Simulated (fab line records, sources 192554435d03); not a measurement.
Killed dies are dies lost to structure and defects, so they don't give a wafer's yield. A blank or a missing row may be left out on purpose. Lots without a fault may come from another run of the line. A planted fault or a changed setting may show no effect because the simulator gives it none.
Split-lot experiment | flow n5_finfet | 7 lots, 39 wafers read, on a route of 1938 steps

THE SPLIT
At N5_BEOL_M6_DESCUM_33 (chemistry O2, time 7 s), the setting time_s was moved away from the recipe's 7 s on 15 of the 39 wafers read, by -57.7% to -17.8%. The other wafers ran this setting at the recipe's value.

The reading is taken at the split's own step.

THE READING
CAR-EUV_of_BEOL_M6_COAT_22.thk_nm (the simulator's own value, which no gauge read), in nm, at N5_BEOL_M6_DESCUM_33 (chemistry O2, time 7 s). The file gives no usual value for it. The 24 wafers here that ran the recipe average 26.1 nm, standard deviation 0.087 nm.

wafer  | tool, chamber at the split | time_s as run, s | against the recipe | CAR-EUV_of_BEOL_M6_COAT_22.thk_nm, nm | against lot-mates on the recipe
L084.1 | rie_diel-03, 2             | 2.959            | -57.7%             | 28                                    | +1.9
L084.2 | rie_diel-03, 1,3           | 7                | recipe             | 26                                    | -
L084.4 | rie_diel-03, 1,3           | 7                | recipe             | 26                                    | -
L084.3 | rie_diel-03, 0             | 7                | recipe             | 26.2                                  | -
L084.5 | rie_diel-03, 0,1           | 2.959            | -57.7%             | 28.2                                  | +2.1
L084.6 | rie_diel-03, 0,1           | 2.959            | -57.7%             | 28.2                                  | +2.1
L085.1 | rie_diel-06, 1,0,2         | 7                | recipe             | 26                                    | -
L085.4 | rie_diel-06, 1,0,2         | 7                | recipe             | 26                                    | -
L085.6 | rie_diel-06, 1,0,2         | 7                | recipe             | 26                                    | -
L085.2 | rie_diel-06, 0,2,1         | 5.091            | -27.3%             | 27                                    | +1.0
L085.3 | rie_diel-06, 0,2,1         | 5.091            | -27.3%             | 27                                    | +1.0
L085.5 | rie_diel-06, 0,2,1         | 5.091            | -27.3%             | 27                                    | +1.0
L089.3 | rie_diel-01, 3,1,0         | 7                | recipe             | 26                                    | -
L089.4 | rie_diel-01, 3,1,0         | 7                | recipe             | 26                                    | -
L089.5 | rie_diel-01, 3,1,0         | 7                | recipe             | 26                                    | -
L088.1 | rie_diel-03, 3,2           | 7                | recipe             | 26                                    | -
L088.3 | rie_diel-03, 3,2           | 7                | recipe             | 26                                    | -
L088.2 | rie_diel-03, 1,1,0         | 5.232            | -25.3%             | 27                                    | +0.9
L088.5 | rie_diel-03, 1,1,0         | 5.232            | -25.3%             | 27                                    | +0.9
L088.6 | rie_diel-03, 1,1,0         | 5.232            | -25.3%             | 27                                    | +0.9
L088.4 | rie_diel-03, 0             | 7                | recipe             | 26.2                                  | -
L091.1 | rie_diel-01, 0             | 7                | recipe             | 26.2                                  | -
L091.2 | rie_diel-01, 3,1           | 7                | recipe             | 26                                    | -
L091.4 | rie_diel-01, 3,1           | 7                | recipe             | 26                                    | -
L091.3 | rie_diel-01, 2,3,2         | 5.147            | -26.5%             | 27                                    | +0.9
L091.5 | rie_diel-01, 2,3,2         | 5.147            | -26.5%             | 27                                    | +0.9
L091.6 | rie_diel-01, 2,3,2         | 5.147            | -26.5%             | 27                                    | +0.9
L092.1 | rie_diel-01, 0,2           | 7                | recipe             | 26.2                                  | -
L092.3 | rie_diel-01, 0,2           | 7                | recipe             | 26.2                                  | -
L092.2 | rie_diel-01, 1,3,3,2       | 7                | recipe             | 26                                    | -
L092.4 | rie_diel-01, 1,3,3,2       | 7                | recipe             | 26                                    | -
L092.5 | rie_diel-01, 1,3,3,2       | 7                | recipe             | 26                                    | -
L092.6 | rie_diel-01, 1,3,3,2       | 7                | recipe             | 26                                    | -
L094.1 | rie_diel-01, 1,2           | 7                | recipe             | 26                                    | -
L094.5 | rie_diel-01, 1,2           | 7                | recipe             | 26                                    | -
L094.2 | rie_diel-01, 3,2           | 5.753            | -17.8%             | 26.6                                  | +0.5
L094.4 | rie_diel-01, 3,2           | 5.753            | -17.8%             | 26.6                                  | +0.5
L094.3 | rie_diel-01, 0             | 7                | recipe             | 26.2                                  | -
L094.6 | rie_diel-01, 3             | 5.753            | -17.8%             | 26.8                                  | +0.7
Where a row lists several chambers, the file gives one row for several wafers and doesn't say which wafer went through which chamber.

THE FIT
A straight line over all 39 wafers: CAR-EUV_of_BEOL_M6_COAT_22.thk_nm changes by -0.036 nm for each +1% of time_s; r = -0.99; the points scatter about the line by 0.081 nm.
The same after taking each lot's own level away (the mean of its wafers on the recipe; 39 wafers): -0.0359 nm for each +1%; r = -0.99; scatter 0.078 nm.
On that fit, the largest move of time_s shifts the reading by 2.1 nm.
The lots' own levels span 26.00 to 26.07 nm, that is 0.8 times the standard deviation above.
So the lot-to-lot level changes the slope little: the two slopes agree.
Check: with one of the wafers moved furthest among these (-57.7%) left out of the fit, the line predicts +2.11 nm for it against its lot-mates. It came out at +1.93 nm against them.

OTHER SPLITS ON THESE WAFERS
These wafers also went through other splits before the reading. Each is held against what the fit with the lots' levels taken away leaves over:
other split on the same wafers                 | wafers away from the commonest value | r with CAR-EUV_of_BEOL_M6_COAT_22.thk_nm (lot level and that fit taken away)
N5_PMOS_HMC_CHANNEL_EPI_HM_DEP_34 target_thk_a | 15                                   | +0.13
N5_FIN_SAQP_SPACER2_ALD_28 target_thk_a        | 12                                   | -0.12
N5_DUMMY_GATE_HM_DEP_06 time_s                 | 24                                   | +0.06

THE FILE'S OWN FIT
CAR-EUV_of_BEOL_M6_COAT_22.thk_nm changes by -0.0359 nm for each +1% of time_s, r = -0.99.
